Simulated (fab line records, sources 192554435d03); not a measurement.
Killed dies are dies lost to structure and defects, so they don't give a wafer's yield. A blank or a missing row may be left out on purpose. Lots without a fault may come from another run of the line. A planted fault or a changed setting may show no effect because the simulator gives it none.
Chamber matching | flow n5_finfet | N5_FIN_SAQP_ETCH_52 on rie_diel-01: 4 sister chambers
The step etches SOC in N2/H2, target depth 100 nm, overetch 20 nm, time 150 s. 18 wafers are shown with their chamber, then 9 later ones without.

WAFERS WITH THEIR CHAMBER
wafer  | chamber | throttle_valve_pct (%) | drypump_motor_current_A (A) | showerhead_plenum_p_Torr (Torr)
L075.1 | 2       | 17.72                  | 6.2                         | 2.54
L075.5 | 2       | 17.70                  | 6.2                         | 2.54
L075.6 | 1       | 17.79                  | 5.9                         | 2.54
L080.1 | 1       | 17.79                  | 6.0                         | 2.53
L080.3 | 0       | 17.50                  | 6.0                         | 2.47
L080.5 | 3       | 17.94                  | 5.7                         | 2.47
L083.2 | 1       | 17.80                  | 6.0                         | 2.53
L083.5 | 2       | 17.74                  | 6.2                         | 2.53
L083.6 | 3       | 17.97                  | 5.7                         | 2.47
L084.1 | 2       | 17.75                  | 6.2                         | 2.53
L084.4 | 1       | 17.81                  | 6.0                         | 2.53
L084.5 | 1       | 17.81                  | 6.0                         | 2.53
L088.1 | 3       | 17.95                  | 5.7                         | 2.46
L088.2 | 0       | 17.53                  | 6.1                         | 2.47
L088.6 | 2       | 17.76                  | 6.2                         | 2.53
L091.1 | 1       | 17.83                  | 6.0                         | 2.52
L091.4 | 2       | 17.74                  | 6.2                         | 2.53
L091.6 | 3       | 17.96                  | 5.7                         | 2.46

SIGNATURES (means of the wafers above)
reading                  | chamber 0 | chamber 1 | chamber 2 | chamber 3 | scatter within a chamber
throttle_valve_pct       | 17.5150   | 17.8050   | 17.7350   | 17.9550   | 0.0178
drypump_motor_current_A  | 6.050     | 5.983     | 6.200     | 5.700     | 0.0309
showerhead_plenum_p_Torr | 2.4700    | 2.5300    | 2.5333    | 2.4650    | 0.00556
Rule: a wafer's distance from a chamber is the root of the sum, over the readings, of the square of ((its reading less the chamber's mean) divided by the reading's scatter). The wafer belongs to the nearest chamber; if the next one is less than 2 further off, it can't be placed. The scatter: the root of (the sum of the squares of (reading less its chamber's mean) over the shown wafers, divided by (wafers less chambers)).

WAFERS WITHOUT THEIR CHAMBER
wafer  | throttle_valve_pct (%) | drypump_motor_current_A (A) | showerhead_plenum_p_Torr (Torr)
L092.1 | 17.99                  | 5.7                         | 2.46
L092.2 | 17.85                  | 5.9                         | 2.52
L092.3 | 17.78                  | 6.2                         | 2.53
L094.1 | 17.97                  | 5.8                         | 2.46
L094.4 | 17.86                  | 6.0                         | 2.52
L094.6 | 17.77                  | 6.2                         | 2.52
L097.1 | 17.85                  | 6.0                         | 2.52
L097.4 | 17.99                  | 5.7                         | 2.45
L097.6 | 17.84                  | 6.0                         | 2.52

WHICH CHAMBER EACH WENT THROUGH
wafer  | from the rows above | in truth
L092.1 | 3                   | 3
L092.2 | 1                   | 1
L092.3 | 2                   | 2
L094.1 | 3                   | 3
L094.4 | 1                   | 1
L094.6 | 2                   | 2
L097.1 | 1                   | 1
L097.4 | 3                   | 3
L097.6 | 1                   | 1
Placed correctly: 9 of 9. Can't be placed from these rows: 0. Placed wrongly: 0.
